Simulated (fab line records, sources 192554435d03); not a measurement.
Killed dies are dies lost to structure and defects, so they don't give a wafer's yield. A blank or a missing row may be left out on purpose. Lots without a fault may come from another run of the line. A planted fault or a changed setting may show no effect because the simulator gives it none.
One fault seen from 3 desks | flow n5_finfet | each desk has only its own numbers; what lay behind them comes last

THE TOOL OWNER'S DESK: litho_track-05
The tool's own readings at N5_BEOL_M11_COAT_22 (resist thk 90 nm): means of the sampled wafers that have a number, for each lot that ran on this tool. A lot is out of limits, marked OUT, if its mean lies more than 4 standard deviations from the usual mean; the brackets give that distance.
Columns: A = spin_speed_rpm at N5_BEOL_M11_COAT_22, usual 1499.8 rpm
lot  | first seen here | A
L852 | day 11 09:16    | 1499.1
L860 | day 12 07:37    | 1596.1 (+99 or more) OUT
L862 | day 13 04:19    | 1596.6 (+99 or more) OUT
This desk's finding: out of limits on L860, L862; first on L860, day 12 07:37 (spin_speed_rpm at N5_BEOL_M11_COAT_22). In limits: L852.

THE METROLOGY DESK
What the gauges read, lot by lot, whatever tool the lot ran on: means of the sampled wafers that have a number. A lot is out of limits, marked OUT, if its mean lies more than 4 standard deviations from the usual mean; the brackets give that distance.
Columns: A = M11_OVL at N5_BEOL_M11_OVL_MEAS_12, usual -0.2 nm; B = cd_nm at N5_BEOL_M11_CD_MEAS_18, usual 70.0 nm; C = cd_nm at N5_BEOL_M11_CD_MEAS_28, usual 70.0 nm; D = V10_OVL at N5_BEOL_M11_OVL_MEAS_29, usual -0.1 nm
lot  | first seen here | A    | B    | C    | D
L854 | day 10 20:09    | 0.8  | 69.6 | 70.2 | 0.4
L852 | day 11 08:21    | -0.2 | 70.1 | 71.4 | -0.1
L860 | day 12 06:58    | -0.5 | 69.8 | 71.3 | 0.0
L862 | day 13 01:34    | -0.3 | 69.9 | 69.4 | -0.5
L870 | day 14 22:58    | -0.4 | 70.4 | 69.7 | 0.2
L871 | day 15 05:38    | -0.9 | 70.4 | 67.5 | 0.0
This desk's finding: nothing out of limits on any of the 6 lots.

THE DEFECT DESK
What the inspections along the route counted, lot by lot: means of the sampled wafers that have a number. A lot is out of limits, marked OUT, if its mean lies more than 4 standard deviations from the usual mean; the brackets give that distance.
Columns: A = raw_defect_count at N5_BEOL_M11_INSPECT_13, usual 411; B = raw_defect_count at N5_BEOL_M11_INSPECT_30, usual 417
lot  | first seen here | A   | B
L854 | day 10 20:10    | 382 | 385
L852 | day 11 08:22    | 283 | 262
L860 | day 12 06:59    | 413 | 464
L862 | day 13 01:36    | 405 | 452
L870 | day 14 22:59    | 515 | 459
L871 | day 15 05:40    | 421 | 479
This desk's finding: nothing out of limits on any of the 6 lots.

PUT TOGETHER
The tool owner's desk could have raised an alarm at day 12 07:37, on L860, L862.
The metrology desk saw nothing out of limits.
The defect desk saw nothing out of limits.
The metrology desk has L860, L862 on record, within its limits.
The defect desk has L860, L862 on record, within its limits.
Of the lots named, all ran N5_BEOL_M11_COAT_22 on litho_track-05.

WHAT THE SIMULATOR HAD PUT IN
Process parameter drift: litho_track-05, from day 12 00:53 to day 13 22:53, at N5_BEOL_M11_COAT_22. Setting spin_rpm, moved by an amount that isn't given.
Lots struck among those shown: L860, L862.
Hours from the fault's start to each desk's first reading out of limits: the tool owner's desk, 7.
